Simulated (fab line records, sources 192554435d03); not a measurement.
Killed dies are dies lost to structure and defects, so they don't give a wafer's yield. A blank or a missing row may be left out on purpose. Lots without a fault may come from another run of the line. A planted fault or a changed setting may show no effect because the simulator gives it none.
Which tool did it? | flow n5_finfet | 11 lots, 33 wafers sampled, at 2 steps of a route of 1938

WHAT THE GAUGES READ, wafer by wafer
N5_MIM_BOT_LITHO_INSPECT_12: inspects for defects (macro).
lot  | measured     | on                | raw_defect_count
L077 | day 12 19:14 | defect_inspect-02 | 2 2 2
L078 | day 13 21:26 | defect_inspect-02 | 2 0 3
L079 | day 14 01:09 | defect_inspect-02 | 3 2 3
L082 | day 15 01:46 | defect_inspect-01 | 2 2 2
L085 | day 15 16:30 | defect_inspect-02 | 0 2 2
L087 | day 16 10:02 | defect_inspect-01 | 0 5 3
L086 | day 16 15:07 | defect_inspect-01 | 4 1 1
L088 | day 17 07:10 | defect_inspect-01 | 0 1 3
L091 | day 17 13:54 | defect_inspect-02 | 0 1 4
L093 | day 17 20:59 | defect_inspect-02 | 3 2 3
L097 | day 18 10:38 | defect_inspect-02 | 2 4 3

WHICH TOOL RAN EACH LOT (tool, then ch and the chambers of the sampled wafers, then the start)
lot  | N5_MIM_TOP_LITHO_DESCUM_10
L077 | rie_diel-05 ch 1,2,3, day 12 18:32
L078 | rie_diel-04 ch 0,1,3, day 13 20:29
L079 | rie_diel-05 ch 0,1,3, day 14 00:15
L082 | rie_diel-05 ch 0,3, day 15 00:45
L085 | rie_diel-05 ch 0,1, day 15 15:41
L087 | rie_diel-04 ch 0,1, day 16 09:18
L086 | rie_diel-05 ch 0,1,2, day 16 14:23
L088 | rie_diel-05 ch 1,2,3, day 17 06:11
L091 | rie_diel-01 ch 0,1,3, day 17 12:56
L093 | rie_diel-05 ch 1,3, day 17 20:09
L097 | rie_diel-04 ch 1,2,3, day 18 09:50
- N5_MIM_TOP_LITHO_DESCUM_10: chemistry O2, time 7.9 s.

THE ANSWER, worked out from the rows above alone
Rule: what is usual is taken from the lots themselves. Put in order of their means at a reading, lots are off if they are a third of the lots or fewer, leave a main group of 4 or more, and stand apart from it by a gap of 3 or more times the standard deviation of the main group's means; of several such gaps the widest counts. A main group whose means are all the same, to the digits that the tables above print for the reading, isn't used. A lot without any number at a reading at which 4 lots or more have one is off too. The other lots that the step has rows for count as sound.
No lot is off at any reading shown: from this, nothing can be told.

WHAT THE SIMULATOR HAD PUT IN
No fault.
